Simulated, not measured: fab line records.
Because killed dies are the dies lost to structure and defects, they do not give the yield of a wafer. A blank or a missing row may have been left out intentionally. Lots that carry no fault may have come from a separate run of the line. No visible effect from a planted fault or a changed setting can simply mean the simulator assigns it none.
Which of the tools did it? -- flow nand-harc -- 36 wafers from 12 lots sampled at 5 of the route's 1159 steps

## WHAT EACH GAUGE READ, for each wafer
NHARC_A_M0_THK_MEAS_24: measures by xrf.
lot,measured,on,thk-nm (nm)
L723,day 17 10:28,film-metro-02,114.1 112.6 114.1
L724,day 17 20:51,film-metro-02,115.5 113.4 114.9
L725,day 17 21:33,film-metro-02,114.9 115.9 117.3
L728,day 18 04:58,film-metro-02,114.2 114.0 114.1
L727,day 18 23:58,film-metro-01,116.6 118.7 115.0
L731,day 19 04:22,film-metro-01,115.5 114.3 114.6
L735,day 20 09:44,film-metro-01,115.5 114.5 112.1
L744,day 22 15:04,film-metro-01,116.5 114.1 114.6
L743,day 22 18:41,film-metro-02,114.8 113.3 111.6
L742,day 23 02:11,film-metro-02,114.4 116.9 117.4
L745,day 23 09:51,film-metro-02,112.5 114.1 114.1
L746,day 23 10:27,film-metro-02,117.0 116.3 114.5

NHARC_A_M1_THK_MEAS_24: measures by xrf.
lot,measured,on,thk-nm (nm)
L723,day 17 14:45,film-metro-02,154.7 154.2 154.9
L724,day 18 01:05,film-metro-02,151.8 153.8 154.9
L725,day 18 01:46,film-metro-01,155.2 152.2 153.9
L728,day 18 09:07,film-metro-01,152.6 154.1 155.5
L727,day 19 04:12,film-metro-01,154.5 155.0 154.5
L731,day 19 08:28,film-metro-01,153.5 154.6 154.2
L735,day 20 13:48,film-metro-01,156.6 156.2 155.8
L744,day 22 19:35,film-metro-02,157.5 157.4 155.0
L743,day 22 22:49,film-metro-02,154.5 153.9 154.7
L742,day 23 06:34,film-metro-02,154.6 156.0 155.6
L745,day 23 13:58,film-metro-01,154.4 159.7 159.9
L746,day 23 14:38,film-metro-01,155.8 153.6 154.9

## TOOL THAT RAN EACH LOT (tool first, then ch and the chambers of the sampled wafers, then the start)
lot,NHARC_A_M1_ETCH_15,NHARC_A_M1_ECD_22,NHARC_A_M1_CMP_23
L723,"rie-diel-05 ch 1,2,3, day 17 13:43 or earlier","ecd-cu-02 ch 0,1, day 17 13:43","cmp-02 ch 0,3, day 17 14:26"
L724,"rie-diel-05 ch 1,3, day 18 00:05 or earlier","ecd-cu-01 ch 1, day 18 00:05","cmp-03 ch 0,2,3, day 18 00:46"
L725,"rie-diel-05 ch 1,2, day 18 00:44 or earlier","ecd-cu-01 ch 0,1, day 18 00:44","cmp-02 ch 0,1, day 18 01:28"
L728,"rie-diel-12 ch 0,3, day 18 08:05 or earlier","ecd-cu-01 ch 0, day 18 08:05","cmp-03 ch 1,2,3, day 18 08:48"
L727,"rie-diel-10 ch 1,2,3, day 19 03:10 or earlier","ecd-cu-02 ch 0,1, day 19 03:10","cmp-01 ch 2,3, day 19 03:53"
L731,"rie-diel-12 ch 1,2, day 19 07:30 or earlier","ecd-cu-02 ch 0,1, day 19 07:30","cmp-03 ch 1,2,3, day 19 08:13"
L735,"rie-diel-10 ch 0,1,3, day 20 12:44 or earlier","ecd-cu-01 ch 0,1, day 20 12:44","cmp-01 ch 0,1, day 20 13:29"
L744,"rie-diel-10 ch 0,3, day 22 18:28 or earlier","ecd-cu-02 ch 0, day 22 18:28","cmp-03 ch 0,3, day 22 19:17"
L743,"rie-diel-10 ch 0,2,3, day 22 21:49 or earlier","ecd-cu-01 ch 0,1, day 22 21:49","cmp-01 ch 1,2,3, day 22 22:35"
L742,"rie-diel-12 ch 1,3, day 23 05:31 or earlier","ecd-cu-01 ch 0,1, day 23 05:31","cmp-02 ch 0,1,2, day 23 06:16"
L745,"rie-diel-05 ch 2,3, day 23 12:57 or earlier","ecd-cu-01 ch 1, day 23 12:57","cmp-03 ch 0,3, day 23 13:39"
L746,"rie-diel-10 ch 1,3, day 23 13:41 or earlier","ecd-cu-01 ch 0,1, day 23 13:41","cmp-03 ch 1,2,3, day 23 14:19"
- NHARC_A_M1_ETCH_15: etches the open film in C4F8/Ar, target depth 182.5 nm, time 91.2 s.
- NHARC_A_M1_ECD_22: material Cu, target thk 400 nm.
- NHARC_A_M1_CMP_23: polishes, t overpolish 20 s, target thk 154.34 nm.

## AS READ BY THE TOOLS THEMSELVES (means over the sampled wafers that have a number; for cases with no such wafer, the mark the record gives instead)
NHARC_A_M1_ETCH_15.
lot,tool,chamber-pressure-mTorr (mTorr),oes-product-au (a.u.),rf-vpp-V (V)
L723,rie-diel-05,25.013,0.971,441.5
L724,rie-diel-05,25.000,0.948,442.6
L725,rie-diel-05,24.968,0.920,441.4
L728,rie-diel-12,24.992,0.943,443.3
L727,rie-diel-10,25.015,0.949,440.4
L731,rie-diel-12,24.989,0.926,442.8
L735,rie-diel-10,25.025,0.947,440.4
L744,rie-diel-10,25.017,0.963,441.5
L743,rie-diel-10,24.978,0.949,441.1
L742,rie-diel-12,24.990,0.976,443.5
L745,rie-diel-05,25.000,0.958,440.5
L746,rie-diel-10,25.006,0.945,443.0

NHARC_A_M1_CMP_23.
lot,tool,motor-current-A (A),time-to-endpoint-s (s)
L723,cmp-02,11.9,28
L724,cmp-03,12.9,32
L725,cmp-02,11.5,26
L728,cmp-03,12.9,29
L727,cmp-01,12.1,29
L731,cmp-03,12.1,28
L735,cmp-01,11.9,26
L744,cmp-03,12.8,33
L743,cmp-01,12.2,32
L742,cmp-02,12.5,33
L745,cmp-03,12.7,33
L746,cmp-03,12.5,29

## THE ANSWER, worked out from the rows above alone
Rule: usual is defined by the lots themselves. Put in order of their means at a reading, lots are off if they are a third of the lots or fewer, leave a main group of 4 or more, and stand apart from it by a gap of 3 or more times the standard deviation of the main group's means; of several such gaps the widest counts. A main group is skipped when, at the precision printed for the reading in the tables above, its means are all equal. A lot without any number at a reading at which 4 lots or more have one is off too. The other lots that the step has rows for count as sound. First the gauges in route order, then the tools' own readings, where a lot's mean is used as printed above. At the first step where some lot is off, the reading lying furthest off is the one used; lots without a number count as furthest.
No lot is off on any of the readings shown, so nothing can be concluded from this.

## WHAT THE SIMULATOR HAD PUT IN
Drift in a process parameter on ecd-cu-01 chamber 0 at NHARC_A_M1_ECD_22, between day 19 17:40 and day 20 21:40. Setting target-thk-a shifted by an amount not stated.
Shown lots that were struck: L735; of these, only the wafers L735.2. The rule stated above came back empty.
